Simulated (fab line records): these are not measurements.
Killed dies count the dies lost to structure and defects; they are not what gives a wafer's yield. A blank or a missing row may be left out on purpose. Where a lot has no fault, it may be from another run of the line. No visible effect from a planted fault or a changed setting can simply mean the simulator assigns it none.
Matching of chambers	flow nand_harc	NHARC_P_CONTACT_CMP_24 on cmp-03 has 4 sister chambers
The step polishes, t overpolish 30 s, target thk 200 nm. 4 wafers are shown with their chamber, then 8 later ones without.

WAFERS PAIRED WITH THEIR CHAMBERS
wafer	chamber	motor_current_A (A)
L091.3	1	12.6
L091.4	0	15.3
L092.1	2	9.6
L092.4	3	13.6

WAFERS WHOSE CHAMBER IS MISSING
wafer	motor_current_A (A)
L094.3	12.7
L094.4	15.1
L095.1	12.8
L095.2	13.3
L095.4	9.5
L097.2	13.3
L097.3	9.8
L097.4	12.3

WHICH CHAMBER EACH WENT THROUGH
wafer	from the rows above	in truth
L094.3	1	1
L094.4	0	0
L095.1	1	1
L095.2	can't be placed: 3 or 1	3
L095.4	2	2
L097.2	can't be placed: 3 or 1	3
L097.3	2	2
L097.4	1	1
6 of 8 placed correctly. These rows do not allow placing 2 (true chamber among the candidates in 2). Placed wrongly: 0.
How it was worked out, from the rows above alone: a wafer's distance from a chamber is the root of the sum, over the readings, of the square of ((its reading less the chamber's mean) divided by the reading's scatter). If the next closest chamber is less than 2 further off than the closest, the wafer can't be placed; otherwise it belongs to the closest. For every chamber, the mean is computed from those of its wafers that are shown. The scatter: root of mean squared gap, hidden wafer to nearest shown wafer, with one shown wafer a chamber.
